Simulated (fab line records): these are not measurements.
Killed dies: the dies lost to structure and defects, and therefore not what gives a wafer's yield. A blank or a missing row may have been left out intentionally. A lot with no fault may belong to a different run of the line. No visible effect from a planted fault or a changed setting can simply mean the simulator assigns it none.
fab line records	flow n5Finfet
record: lots: 24	wafers: 72	lastDay: 17
route steps=1938 shown BEOL_M11@1556 BEOL_M12@1617
lots that met no fault: taken from a fault-free run of the same line
startH: the number of hours between the record's first day and the start of the first shown wafer of the lot	waitH: hours from the lot's prior step to this one	" repeats the value in the row above	L1.1+2: several wafers, shown together as one row	- either no value or no given start	* or withheld: withheld	< > ~ a bound
route shown NAME@n: NAME is a module with steps in the file, n the number in the route of the first one	usual: mean and standard deviation over wafers with no fault	same: alike in all rows	chamber/n: place in a boat	sites: the reading at each site	_std_site: their standard deviation	_edge_site: the outer-site mean with the inner-site mean subtracted	radiusMm: for every site, how far away it sits from the centre of the wafer	mask NAME#n: copy n	behind: the tool/chamber that last shaped the wafer	hold: reason for holding the lot/hours on hold/outcome of the hold	device: whichever transistor did not switch (one of n, p or np)	end of line: tests of these same wafers at the route's end	a step given without rows: its recipe and nothing more	killed: count of dies lost to structure and defects at first sort (not the wafer's yield)	map: per-die view of a wafer (x killed, . not killed, _ where there is no die)
set.NAME: the setting as run; set.NAME@STEP: as run at that earlier step	model.NAME: the simulator's own value behind a step, which no gauge read
steps of the route over a sample of lots; a table a step, a row a wafer
services: from which hour (startH, from the record's first day; less than 0 if before it) a tool's chamber was out of use, for how many hours, and why
== steps ==
step: N5_BEOL_M11_STRIP_67
recipe: chemistry: CF4	resist: SiARC	powerW: 300	biasPowerW: 75	pressureMtorr: 50	cf4FlowSccm: 150	rfFrequencyHz: 6e+07
usual: drypumpMotorCurrentA: 5.6/0.52	oesProductAu: 0.82/0.097	rfVppV: 270.9/1.7	showerheadPlenumPTorr: 1.79/0.06	throttleValvePct: 13.4/0.31
lot.wafer	tool	chamber	startH	waitH	drypumpMotorCurrentA	oesProductAu	rfHoursCounterH	rfVppV	showerheadPlenumPTorr	throttleValvePct
L074.4	rieDiel-03	3	210.11	0.0	5.4	0.93	-	271.3	1.77	13.4
L074.5	"	1	"	"	4.9	0.84	-	273.8	1.89	13.7
L074.6	"	2	"	"	6.6	0.76	-	273.2	1.84	13.5
L075.2	rieDiel-03	1	226.64	0.0	4.9	0.84	62	273.8	1.89	13.7
L075.3	"	3	"	"	5.4	0.91	16	271.0	1.77	13.4
L075.4	"	2	"	"	6.6	0.75	172	274.4	1.84	13.5
L077.2	rieDiel-04	2	231.65	0.0	6.3	0.69	234	270.7	1.78	14.0
L077.4	"	3	"	"	6.1	0.76	143	269.3	1.74	13.7
L077.5	"	0	"	"	5.1	0.70	-	271.6	1.70	13.6
L076.1	rieDiel-04	3	233.94	0.0	6.1	0.76	144	270.3	1.74	13.7
L076.3	"	2	"	"	6.3	0.69	235	270.7	1.78	14.0
L076.4	"	1	"	"	5.0	0.72	183	269.1	1.72	13.6
L078.1	rieDiel-05	2	242.81	0.0	5.7	0.65	260	272.5	1.84	13.6
L078.2	"	0	"	"	5.5	0.86	67	272.5	1.81	13.1
L078.4	"	0	"	"	5.5	0.85	-	271.6	1.81	13.1
L080.1	rieDiel-03	3	251.79	0.0	5.4	0.90	24	269.0	1.76	13.4
L080.5	"	0	"	"	5.6	0.92	-	270.6	1.77	13.4
L080.6	"	3	"	"	5.5	0.90	-	269.6	1.76	13.4
L079.2	rieDiel-04	0	252.83	0.0	5.1	0.70	230	269.8	1.70	13.6
L079.3	"	2	"	"	6.3	0.69	240	268.9	1.78	14.0
L079.5	"	2	"	"	6.3	0.68	-	270.8	1.78	14.0
L081.2	rieDiel-05	0	255.89	0.0	5.5	0.85	72	273.3	1.81	13.1
L081.3	"	1	"	"	5.8	0.97	6	272.8	1.89	13.0
L081.5	"	3	"	"	5.0	0.92	-	270.4	1.75	12.9
L082.1	rieDiel-04	0	272.03	0.0	5.1	0.69	236	268.5	1.70	13.6
L082.4	"	2	"	"	6.3	0.68	246	272.1	1.78	14.0
L082.6	"	2	"	"	6.3	0.68	-	269.9	1.78	14.0
L083.1	rieDiel-03	1	273.86	0.0	4.9	0.82	74	274.6	1.89	13.8
L083.2	"	3	"	"	5.5	0.88	30	270.2	1.76	13.4
L083.5	"	0	"	"	5.7	0.92	-	269.2	1.77	13.4
L084.1	rieDiel-04	3	277.02	0.0	6.1	0.75	156	270.3	1.74	13.8
L084.2	"	0	"	"	5.1	0.69	238	269.4	1.70	13.6
L084.4	"	2	"	"	6.3	0.68	247	269.4	1.77	14.0
L085.2	rieDiel-04	0	284.06	0.0	5.1	0.69	240	268.1	1.70	13.6
L085.5	"	1	"	"	5.0	0.70	-	268.7	1.71	13.7
L085.6	"	0	"	"	5.1	0.68	-	268.9	1.70	13.6
L086.1	rieDiel-05	2	305.65	0.0	5.7	0.95	11	271.1	1.84	13.0
L086.3	"	3	"	"	5.0	0.90	33	270.8	1.74	12.9
L086.4	"	0	"	"	5.5	0.84	86	271.3	1.81	13.1
L087.3	rieDiel-05	1	305.90	0.0	5.8	0.93	18	274.2	1.88	13.0
L087.4	"	0	"	"	5.5	0.83	87	272.7	1.81	13.1
L087.6	"	0	"	"	5.5	0.84	-	271.0	1.81	13.1
L088.3	rieDiel-04	1	311.53	0.0	5.0	0.70	209	268.8	1.71	13.7
L088.5	"	2	"	"	6.3	0.99	-	270.7	1.77	13.5
L088.6	"	1	"	"	5.0	0.70	-	270.2	1.71	13.7
L089.4	rieDiel-05	3	313.60	0.0	5.0	0.89	35	270.0	1.74	12.9
L089.5	"	1	"	"	5.8	0.92	-	274.3	1.88	13.0
L089.6	"	2	"	"	5.7	0.94	-	271.2	1.84	13.0
L090.3	rieDiel-05	1	318.03	0.0	5.8	0.91	22	273.8	1.88	13.0
L090.5	"	1	"	"	5.8	0.92	-	273.3	1.88	13.0
L090.6	"	0	"	"	5.5	0.83	-	271.5	1.81	13.1
L092.1	rieDiel-03	1	332.70	0.0	4.9	0.81	89	273.7	1.88	13.8
L092.3	"	2	"	"	6.6	0.73	198	273.9	1.83	13.6
L092.6	"	2	"	"	6.6	0.74	-	272.0	1.83	13.6
L094.1	rieDiel-05	0	332.87	0.0	5.5	0.82	95	271.5	1.81	13.2
L094.2	"	1	"	"	5.8	0.91	26	272.5	1.88	13.1
L094.6	"	1	"	"	5.8	0.91	-	273.3	1.88	13.1
L093.2	rieDiel-03	0	337.62	0.0	5.7	0.88	33	269.6	1.76	13.4
L093.4	"	3	"	"	5.4	0.86	46	270.2	1.76	13.5
L093.6	"	3	"	"	5.4	0.86	-	271.6	1.76	13.5
L091.1	rieDiel-03	3	344.41	0.0	5.4	0.86	49	269.7	1.76	13.5
L091.4	"	0	"	"	5.6	0.87	35	267.1	1.76	13.4
L091.5	"	0	"	"	5.6	0.87	-	269.5	1.76	13.4
L095.1	rieDiel-04	0	357.95	0.0	5.1	0.96	6	272.8	1.90	13.1
L095.5	"	1	"	"	5.0	0.68	-	269.7	1.70	13.7
L095.6	"	0	"	"	5.1	0.96	-	273.5	1.90	13.1
L096.1	rieDiel-03	3	367.92	0.0	5.4	0.85	55	270.8	1.76	13.5
L096.2	"	1	"	"	4.9	0.80	98	273.9	1.88	13.8
L096.6	"	1	"	"	4.9	0.80	-	272.6	1.88	13.8
L097.1	rieDiel-04	3	371.84	0.0	6.1	0.72	192	270.5	1.73	13.8
L097.3	"	2	"	"	6.3	0.93	23	271.5	1.77	13.5
L097.5	"	3	"	"	6.1	0.73	-	269.1	1.73	13.8
step: N5_BEOL_M11_OVL_MEAS_29
recipe: pointsPerWafer: 44
usual: V10_OVL: 0.2/0.61
lot.wafer	tool	chamber	startH	waitH	V10_OVL[nm]
L074.4	overlay-01	0	210.79	0.0	-0.2
L074.5	"	0	"	"	-0.4
L074.6	"	0	"	"	-0.6
L075.2	overlay-01	0	227.23	0.0	0.8
L075.3	"	0	"	"	0.2
L075.4	"	0	"	"	0.6
L077.2	overlay-02	0	232.46	0.0	-1.2
L077.4	"	0	"	"	0.4
L077.5	"	0	"	"	0.2
L076.1	overlay-01	0	235.94	0.0	-0.2
L076.3	"	0	"	"	-0.1
L076.4	"	0	"	"	0.0
L078.1	overlay-02	0	243.49	0.0	-0.5
L078.2	"	0	"	"	-0.3
L078.4	"	0	"	"	-0.5
L080.1	overlay-02	0	254.16	0.0	0.1
L080.5	"	0	"	"	-0.1
L080.6	"	0	"	"	-0.1
L079.2	overlay-02	0	254.33	0.0	0.8
L079.3	"	0	"	"	0.3
L079.5	"	0	"	"	-1.1
L081.2	overlay-02	0	257.87	0.0	0.5
L081.3	"	0	"	"	0.6
L081.5	"	0	"	"	0.0
L082.1	overlay-01	0	272.78	0.0	0.7
L082.4	"	0	"	"	0.5
L082.6	"	0	"	"	-0.3
L083.1	overlay-01	0	274.90	0.0	-0.4
L083.2	"	0	"	"	2.4
L083.5	"	0	"	"	0.8
L084.1	overlay-01	0	278.92	0.0	0.5
L084.2	"	0	"	"	0.4
L084.4	"	0	"	"	-0.7
L085.2	overlay-02	0	284.92	0.0	0.4
L085.5	"	0	"	"	0.1
L085.6	"	0	"	"	0.7
L086.1	overlay-01	0	306.44	0.0	0.1
L086.3	"	0	"	"	1.0
L086.4	"	0	"	"	-0.1
L087.3	overlay-01	0	306.61	0.0	1.1
L087.4	"	0	"	"	0.2
L087.6	"	0	"	"	0.4
L088.3	overlay-02	0	312.74	0.0	-0.9
L088.5	"	0	"	"	0.1
L088.6	"	0	"	"	-0.2
L089.4	overlay-02	0	314.38	0.0	0.3
L089.5	"	0	"	"	0.6
L089.6	"	0	"	"	1.8
L090.3	overlay-02	0	319.52	0.0	-0.4
L090.5	"	0	"	"	0.1
L090.6	"	0	"	"	0.5
L094.1	overlay-01	0	336.08	0.0	-0.7
L094.2	"	0	"	"	-1.1
L094.6	"	0	"	"	-0.6
L092.1	overlay-02	0	336.25	0.0	0.4
L092.3	"	0	"	"	0.1
L092.6	"	0	"	"	0.3
L093.2	overlay-02	0	339.00	0.0	-0.2
L093.4	"	0	"	"	-0.5
L093.6	"	0	"	"	-0.5
L091.1	overlay-02	0	345.52	0.0	0.1
L091.4	"	0	"	"	0.4
L091.5	"	0	"	"	1.4
L095.1	overlay-02	0	359.57	0.0	0.5
L095.5	"	0	"	"	0.6
L095.6	"	0	"	"	0.4
L096.1	overlay-02	0	369.78	0.0	0.6
L096.2	"	0	"	"	-0.1
L096.6	"	0	"	"	1.3
L097.1	overlay-02	0	373.94	0.0	0.5
L097.3	"	0	"	"	1.6
L097.5	"	0	"	"	1.2
step: N5_BEOL_M11_SPUTTER_48
recipe: material: Cu	targetThkA: 120	tempC: -20	biasV: 60	powerW: 26000	chamberPressurePa: 0.13	timeS: 2
usual: chuckSensorTempC: -15.8/0.32	throttleValvePct: 30.1/1.2
lot.wafer	tool	chamber	startH	waitH	chuckSensorTempC	throttleValvePct
L074.4	pvdSputter-02	-	212.68	0.1	-16.0	28.7
L074.5	"	-	"	"	-16.1	28.6
L074.6	"	-	"	"	-15.6	30.2
L075.2	pvdSputter-01	-	231.56	0.1	-16.6	27.3
L075.3	"	-	"	"	-15.8	28.0
L075.4	"	-	"	"	-15.8	30.3
L077.2	pvdSputter-03	-	235.96	1.5	-16.5	29.3
L077.4	"	-	"	"	-15.6	31.8
L077.5	"	-	"	"	-15.4	31.0
L076.1	pvdSputter-03	-	237.86	0.2	-15.6	31.1
L076.3	"	-	"	"	-15.7	29.6
L076.4	"	-	"	"	-16.3	29.5
L078.1	pvdSputter-03	-	245.88	0.2	-15.5	31.5
L078.2	"	-	"	"	-16.5	29.3
L078.4	"	-	"	"	-15.8	29.4
L080.1	pvdSputter-03	-	258.34	0.2	-15.6	29.5
L080.5	"	-	"	"	-15.6	29.4
L080.6	"	-	"	"	-16.1	29.2
L079.2	pvdSputter-03	-	258.42	0.2	-16.4	29.3
L079.3	"	-	"	"	-15.7	31.3
L079.5	"	-	"	"	-15.4	31.1
L081.2	pvdSputter-03	-	260.48	0.1	-15.6	31.9
L081.3	"	-	"	"	-16.6	29.1
L081.5	"	-	"	"	-15.8	29.6
L082.1	pvdSputter-03	-	275.91	0.1	-15.7	29.4
L082.4	"	-	"	"	-16.4	29.4
L082.6	"	-	"	"	-15.5	31.0
L083.1	pvdSputter-03	-	277.15	0.2	-15.8	29.6
L083.2	"	-	"	"	-15.5	30.9
L083.5	"	-	"	"	-15.6	31.8
L084.1	pvdSputter-03	-	280.81	0.1	-15.5	31.9
L084.2	"	-	"	"	-16.3	29.3
L084.4	"	-	"	"	-15.8	29.8
L085.2	pvdSputter-03	-	286.63	0.1	-15.7	29.5
L085.5	"	-	"	"	-15.7	31.7
L085.6	"	-	"	"	-15.6	31.3
L086.1	pvdSputter-02	-	308.55	0.1	-15.7	29.7
L086.3	"	-	"	"	-15.9	28.6
L086.4	"	-	"	"	-15.6	30.0
L087.3	pvdSputter-03	-	308.67	0.1	-15.7	31.7
L087.4	"	-	"	"	-15.2	31.1
L087.6	"	-	"	"	-15.6	31.8
L088.3	pvdSputter-02	-	316.55	1.5	-15.6	29.8
L088.5	"	-	"	"	-16.1	28.5
L088.6	"	-	"	"	-15.7	30.0
L089.4	pvdSputter-01	-	317.48	0.0	-15.8	28.1
L089.5	"	-	"	"	-16.7	27.3
L089.6	"	-	"	"	-15.9	30.0
L090.3	pvdSputter-03	-	321.64	0.2	-15.5	29.6
L090.5	"	-	"	"	-15.5	31.1
L090.6	"	-	"	"	-15.6	31.7
L094.1	pvdSputter-03	-	338.31	0.2	-16.4	29.1
L094.2	"	-	"	"	-15.7	29.4
L094.6	"	-	"	"	-15.6	31.8
L092.1	pvdSputter-03	-	338.65	0.1	-15.6	30.9
L092.3	"	-	"	"	-16.3	29.5
L092.6	"	-	"	"	-15.7	31.8
L093.2	pvdSputter-03	-	341.28	0.1	-15.8	29.4
L093.4	"	-	"	"	-15.5	30.9
L093.6	"	-	"	"	-15.6	29.1
L091.1	pvdSputter-03	-	347.92	0.2	-15.8	31.9
L091.4	"	-	"	"	-15.8	29.3
L091.5	"	-	"	"	-15.6	31.1
L095.1	pvdSputter-01	-	361.55	0.1	-15.8	28.1
L095.5	"	-	"	"	-15.6	28.0
L095.6	"	-	"	"	-16.0	29.4
L096.1	pvdSputter-02	-	372.10	0.1	-15.8	28.7
L096.2	"	-	"	"	-15.7	29.5
L096.6	"	-	"	"	-15.7	29.6
L097.1	pvdSputter-02	-	375.88	0.1	-16.1	30.3
L097.3	"	-	"	"	-15.8	28.8
L097.5	"	-	"	"	-15.6	29.9
step: N5_BEOL_M12_VIA_ETCH_16
recipe: chemistry: C4F8/O2/Ar	target: SiOC	pressureMtorr: 30	sourceW: 3000	biasW: 700	Ar_flow_sccm: 400	C4F8_flow_sccm: 15	O2_flow_sccm: 8	heInnerTorr: 15	heOuterTorr: 30	targetDepthA: 7248	timeS: withheld	ionEnergyEv: 250	ends: cleared
usual: biasW: 699.9/2.1	drypumpMotorCurrentA: 5.7/0.52	heInnerTorr: 14.99/0.03	oesProductAu: 0.74/0.056	rfVppV: 666/3.8	showerheadPlenumPTorr: 3.44/0.14	throttleValvePct: 24.14/0.13
lot.wafer	tool	chamber	startH	waitH	biasW	drypumpMotorCurrentA	heInnerTorr	oesProductAu	rfVppV	showerheadPlenumPTorr	throttleValvePct
L074.4	rieDiel-06	1	214.67	0.0	695.6	6.7	14.96	0.72	660	3.28	24.20
L074.5	"	3	"	"	699.7	5.1	14.99	0.77	669	3.57	24.10
L074.6	"	2	"	"	697.2	5.5	14.97	0.79	670	3.61	24.34
L075.2	rieDiel-01	2	233.24	0.0	697.4	6.3	14.91	0.81	664	3.34	23.97
L075.3	"	1	"	"	698.5	5.3	14.98	0.60	664	3.37	24.27
L075.4	"	0	"	"	697.3	6.1	14.97	0.63	661	3.24	24.46
L077.2	rieDiel-06	1	237.57	0.0	699.3	6.7	15.05	0.71	661	3.28	24.22
L077.4	"	0	"	"	699.5	5.3	14.99	0.78	671	3.60	24.16
L077.5	"	3	"	"	697.1	5.1	15.02	0.75	671	3.57	24.11
L076.1	rieDiel-02	2	239.67	0.0	698.4	5.8	14.99	0.71	670	3.57	24.04
L076.3	"	0	"	"	695.5	5.8	14.96	0.74	667	3.48	23.97
L076.4	"	1	"	"	698.2	5.6	14.99	0.73	666	3.43	23.84
L078.1	rieDiel-06	2	248.17	0.0	702.6	5.4	15.03	0.78	671	3.61	24.33
L078.2	"	3	"	"	697.3	5.2	14.98	0.74	670	3.57	24.11
L078.4	"	0	"	"	701.6	5.3	14.96	0.78	672	3.60	24.16
L080.1	rieDiel-02	0	259.96	0.0	701.3	5.8	15.02	0.73	667	3.47	24.00
L080.5	"	3	"	"	700.5	4.8	14.98	0.71	664	3.29	24.25
L080.6	"	0	"	"	702.0	5.8	15.00	0.73	667	3.47	23.99
L079.2	rieDiel-06	3	260.24	0.0	700.5	5.1	15.00	0.74	671	3.57	24.11
L079.3	"	0	"	"	701.9	5.3	15.04	0.76	671	3.60	24.17
L079.5	"	0	"	"	700.6	5.3	15.02	0.77	672	3.60	24.15
L081.2	rieDiel-06	3	262.37	0.0	702.4	5.1	14.96	0.74	671	3.57	24.12
L081.3	"	0	"	"	700.2	5.3	15.03	0.76	672	3.60	24.18
L081.5	"	1	"	"	699.4	6.7	15.03	0.69	662	3.27	24.23
L082.1	rieDiel-02	3	277.92	0.1	698.5	4.7	14.95	0.71	663	3.28	24.26
L082.4	"	3	"	"	700.2	4.8	15.01	0.70	663	3.28	24.26
L082.6	"	0	"	"	699.9	5.8	15.01	0.73	666	3.47	24.00
L083.1	rieDiel-06	2	279.49	0.0	700.4	5.4	15.04	0.76	671	3.60	24.35
L083.2	"	0	"	"	698.1	5.3	15.02	0.76	672	3.59	24.17
L083.5	"	1	"	"	700.0	6.7	15.00	0.69	662	3.27	24.23
L084.1	rieDiel-01	3	282.60	0.0	698.2	5.7	14.99	0.71	662	3.30	24.19
L084.2	"	0	"	"	699.2	6.1	15.04	0.85	671	3.64	24.11
L084.4	"	2	"	"	704.6	6.4	15.00	0.77	664	3.33	24.00
L085.2	rieDiel-01	3	288.49	0.0	704.1	5.7	15.05	0.72	664	3.30	24.21
L085.5	"	1	"	"	701.9	5.3	14.98	0.90	664	3.36	24.02
L085.6	"	0	"	"	698.4	6.1	15.03	0.85	671	3.64	24.14
L086.1	rieDiel-06	1	310.34	0.0	699.3	6.6	14.99	0.69	661	3.26	24.23
L086.3	"	0	"	"	698.7	5.3	14.99	0.75	671	3.59	24.19
L086.4	"	3	"	"	700.8	5.2	14.97	0.73	671	3.56	24.14
L087.3	rieDiel-01	0	310.74	0.0	699.9	6.1	14.97	0.84	672	3.63	24.13
L087.4	"	3	"	"	699.4	5.7	15.06	0.70	662	3.30	24.21
L087.6	"	1	"	"	698.5	5.3	15.00	0.87	663	3.36	24.05
L088.3	rieDiel-01	3	318.31	0.0	698.8	5.7	15.03	0.71	663	3.30	24.22
L088.5	"	3	"	"	698.6	5.7	15.05	0.70	663	3.30	24.22
L088.6	"	2	"	"	703.4	6.4	15.06	0.77	662	3.32	24.02
L089.4	rieDiel-02	3	319.43	0.1	699.9	4.8	15.04	0.70	663	3.27	24.30
L089.5	"	1	"	"	701.5	5.6	15.01	0.71	667	3.41	23.86
L089.6	"	0	"	"	701.4	5.8	15.02	0.70	667	3.46	24.04
L090.3	rieDiel-01	0	323.87	0.0	695.3	6.1	14.99	0.82	673	3.63	24.13
L090.5	"	2	"	"	699.2	6.4	14.97	0.77	664	3.32	24.03
L090.6	"	3	"	"	698.8	5.7	14.99	0.70	663	3.30	24.22
L094.1	rieDiel-02	2	340.16	0.0	697.7	5.8	14.99	0.70	671	3.56	24.04
L094.2	"	1	"	"	700.2	5.6	15.01	0.70	666	3.41	23.88
L094.6	"	1	"	"	704.1	5.6	15.01	0.69	666	3.41	23.87
L092.1	rieDiel-06	3	340.40	0.0	698.4	5.2	14.95	0.71	670	3.55	24.15
L092.3	"	2	"	"	702.4	5.4	15.01	0.73	669	3.59	24.38
L092.6	"	2	"	"	700.8	5.5	15.03	0.74	669	3.59	24.39
L093.2	rieDiel-01	3	343.42	0.0	698.9	5.7	14.99	0.70	663	3.29	24.23
L093.4	"	0	"	"	700.7	6.1	14.97	0.80	671	3.63	24.15
L093.6	"	0	"	"	702.7	6.1	14.96	0.80	671	3.63	24.16
L091.1	rieDiel-01	1	349.54	0.0	699.3	5.3	14.95	0.84	663	3.35	24.07
L091.4	"	3	"	"	703.2	5.7	15.00	0.69	663	3.29	24.22
L091.5	"	3	"	"	702.5	5.7	14.99	0.69	663	3.29	24.25
L095.1	rieDiel-01	3	363.43	0.0	696.7	5.7	15.00	0.69	661	3.29	24.22
L095.5	"	0	"	"	700.7	6.1	14.98	0.79	671	3.62	24.15
L095.6	"	1	"	"	698.4	5.3	14.99	0.82	664	3.35	24.06
L096.1	rieDiel-01	3	373.91	0.0	699.7	5.7	14.97	0.69	662	3.29	24.25
L096.2	"	2	"	"	702.4	6.4	14.98	0.74	662	3.31	24.05
L096.6	"	0	"	"	700.6	6.1	15.01	0.79	672	3.62	24.16
L097.1	rieDiel-02	3	377.79	0.0	698.6	4.8	14.99	0.68	661	3.27	24.30
L097.3	"	0	"	"	698.2	5.8	14.95	0.69	667	3.45	24.05
L097.5	"	3	"	"	696.8	4.8	14.99	0.68	662	3.27	24.31
step: N5_BEOL_M12_CD_MEAS_17
recipe: targetCdNm: 140	polarity: opening
usual: cdNm: 139.6/2.2
lot.wafer	tool	chamber	startH	waitH	cdNm
L074.4	cdSem-02	-	215.08	0.0	139.1
L074.5	"	-	"	"	141.0
L074.6	"	-	"	"	140.9
L075.2	cdSem-02	-	233.64	0.0	138.8
L075.3	"	-	"	"	140.7
L075.4	"	-	"	"	139.3
L077.2	cdSem-02	-	237.98	0.0	139.0
L077.4	"	-	"	"	140.3
L077.5	"	-	"	"	141.3
L076.1	cdSem-03	-	240.07	0.0	138.7
L076.3	"	-	"	"	140.3
L076.4	"	-	"	"	139.9
L078.1	cdSem-02	-	248.58	0.0	137.7
L078.2	"	-	"	"	139.5
L078.4	"	-	"	"	138.1
L080.1	cdSem-01	-	260.37	0.0	145.4
L080.5	"	-	"	"	142.5
L080.6	"	-	"	"	142.9
L079.2	cdSem-03	-	260.65	0.0	138.8
L079.3	"	-	"	"	134.5
L079.5	"	-	"	"	136.0
L081.2	cdSem-01	-	262.78	0.0	141.4
L081.3	"	-	"	"	139.3
L081.5	"	-	"	"	138.2
L082.1	cdSem-02	-	278.41	0.0	142.1
L082.4	"	-	"	"	141.1
L082.6	"	-	"	"	140.1
L083.1	cdSem-02	-	279.90	0.0	141.1
L083.2	"	-	"	"	138.7
L083.5	"	-	"	"	137.3
L084.1	cdSem-01	-	283.01	0.0	140.1
L084.2	"	-	"	"	139.8
L084.4	"	-	"	"	138.3
L085.2	cdSem-03	-	288.90	0.0	137.4
L085.5	"	-	"	"	138.7
L085.6	"	-	"	"	136.8
L086.1	cdSem-03	-	310.76	0.0	140.8
L086.3	"	-	"	"	143.8
L086.4	"	-	"	"	143.9
L087.3	cdSem-03	-	311.15	0.0	141.2
L087.4	"	-	"	"	135.9
L087.6	"	-	"	"	140.7
L088.3	cdSem-03	-	318.72	0.0	139.8
L088.5	"	-	"	"	140.7
L088.6	"	-	"	"	138.1
L089.4	cdSem-01	-	319.76	0.0	137.7
L089.5	"	-	"	"	138.5
L089.6	"	-	"	"	141.1
L090.3	cdSem-02	-	324.28	0.0	140.9
L090.5	"	-	"	"	138.7
L090.6	"	-	"	"	138.7
L094.1	cdSem-02	-	340.56	0.0	145.1
L094.2	"	-	"	"	140.5
L094.6	"	-	"	"	145.6
L092.1	cdSem-03	-	340.80	0.0	136.6
L092.3	"	-	"	"	136.8
L092.6	"	-	"	"	137.3
L093.2	cdSem-01	-	343.83	0.0	137.1
L093.4	"	-	"	"	138.6
L093.6	"	-	"	"	139.0
L091.1	cdSem-01	-	349.95	0.0	138.9
L091.4	"	-	"	"	138.8
L091.5	"	-	"	"	137.0
L095.1	cdSem-02	-	363.84	0.0	138.9
L095.5	"	-	"	"	139.3
L095.6	"	-	"	"	142.3
L096.1	cdSem-03	-	374.31	0.0	136.8
L096.2	"	-	"	"	138.7
L096.6	"	-	"	"	138.7
L097.1	cdSem-01	-	378.19	0.0	144.1
L097.3	"	-	"	"	141.7
L097.5	"	-	"	"	140.6
step: N5_BEOL_M12_INSPECT_30
recipe: mode: adi	inspectInstrument: macro
usual: rawDefectCount: 1.8/1.4
lot.wafer	tool	chamber	startH	waitH	rawDefectCount
L074.4	defectInspect-02	-	215.46	0.0	5
L074.5	"	-	"	"	3
L074.6	"	-	"	"	1
L075.2	defectInspect-01	-	234.02	0.0	1
L075.3	"	-	"	"	4
L075.4	"	-	"	"	0
L077.2	defectInspect-02	-	238.36	0.0	1
L077.4	"	-	"	"	3
L077.5	"	-	"	"	0
L076.1	defectInspect-01	-	240.45	0.0	0
L076.3	"	-	"	"	2
L076.4	"	-	"	"	2
L078.1	defectInspect-01	-	248.96	0.0	0
L078.2	"	-	"	"	3
L078.4	"	-	"	"	2
L080.1	defectInspect-01	-	260.75	0.0	2
L080.5	"	-	"	"	0
L080.6	"	-	"	"	1
L079.2	defectInspect-02	-	261.15	0.0	2
L079.3	"	-	"	"	3
L079.5	"	-	"	"	0
L081.2	defectInspect-02	-	263.16	0.0	3
L081.3	"	-	"	"	1
L081.5	"	-	"	"	5
L082.1	defectInspect-01	-	278.92	0.0	4
L082.4	"	-	"	"	3
L082.6	"	-	"	"	0
L083.1	defectInspect-02	-	280.40	0.0	3
L083.2	"	-	"	"	1
L083.5	"	-	"	"	1
L084.1	defectInspect-02	-	283.51	0.0	1
L084.2	"	-	"	"	0
L084.4	"	-	"	"	2
L085.2	defectInspect-02	-	289.28	0.0	1
L085.5	"	-	"	"	1
L085.6	"	-	"	"	1
L086.1	defectInspect-01	-	311.26	0.0	4
L086.3	"	-	"	"	1
L086.4	"	-	"	"	1
L087.3	defectInspect-02	-	311.66	0.0	3
L087.4	"	-	"	"	2
L087.6	"	-	"	"	0
L088.3	defectInspect-01	-	319.22	0.0	3
L088.5	"	-	"	"	4
L088.6	"	-	"	"	0
L089.4	defectInspect-01	-	320.14	0.0	1
L089.5	"	-	"	"	3
L089.6	"	-	"	"	0
L090.3	defectInspect-01	-	324.78	0.0	3
L090.5	"	-	"	"	2
L090.6	"	-	"	"	3
L094.1	defectInspect-01	-	340.94	0.0	1
L094.2	"	-	"	"	0
L094.6	"	-	"	"	3
L092.1	defectInspect-01	-	341.31	0.0	0
L092.3	"	-	"	"	1
L092.6	"	-	"	"	2
L093.2	defectInspect-02	-	344.22	0.0	1
L093.4	"	-	"	"	2
L093.6	"	-	"	"	0
L091.1	defectInspect-01	-	350.33	0.0	3
L091.4	"	-	"	"	1
L091.5	"	-	"	"	2
L095.1	defectInspect-02	-	364.22	0.0	2
L095.5	"	-	"	"	2
L095.6	"	-	"	"	3
L096.1	defectInspect-02	-	374.82	0.0	0
L096.2	"	-	"	"	0
L096.6	"	-	"	"	1
L097.1	defectInspect-02	-	378.57	0.0	3
L097.3	"	-	"	"	3
L097.5	"	-	"	"	4
== services ==
tool	chamber	startH	hours	kind
rieDiel-06	3	219.51	1.4	repair
rieDiel-01	0	239.19	-	clean
rieDiel-01	0	239.19	-	consumableReplace:focusRing
rieDiel-01	0	239.19	-	consumableReplace:showerhead
rieDiel-01	0	239.19	32.1	scheduledDown
rieDiel-01	0	239.19	32.1	ventCycle
rieDiel-02	1	259.35	18.6	repair
rieDiel-01	1	271.35	-	clean
rieDiel-01	1	271.35	-	consumableReplace:focusRing
rieDiel-01	1	271.35	14.4	scheduledDown
rieDiel-01	1	271.35	14.4	ventCycle
rieDiel-04	2	287.02	-	clean
rieDiel-04	2	287.02	-	consumableReplace:focusRing
rieDiel-04	0	309.21	-	clean
rieDiel-04	0	309.21	-	consumableReplace:esc
pvdSputter-03	-	328.74	2.3	repair
rieDiel-02	3	329.31	13.5	repair
rieDiel-03	1	342.20	1.8	repair
rieDiel-06	-	358.14	0.3	repair
rieDiel-04	1	359.38	18.2	repair
pvdSputter-01	-	359.72	0.6	repair
rieDiel-05	3	367.83	2.5	repair
rieDiel-01	1	368.16	6.0	repair
rieDiel-03	3	370.70	7.7	repair
== key ==
fault none
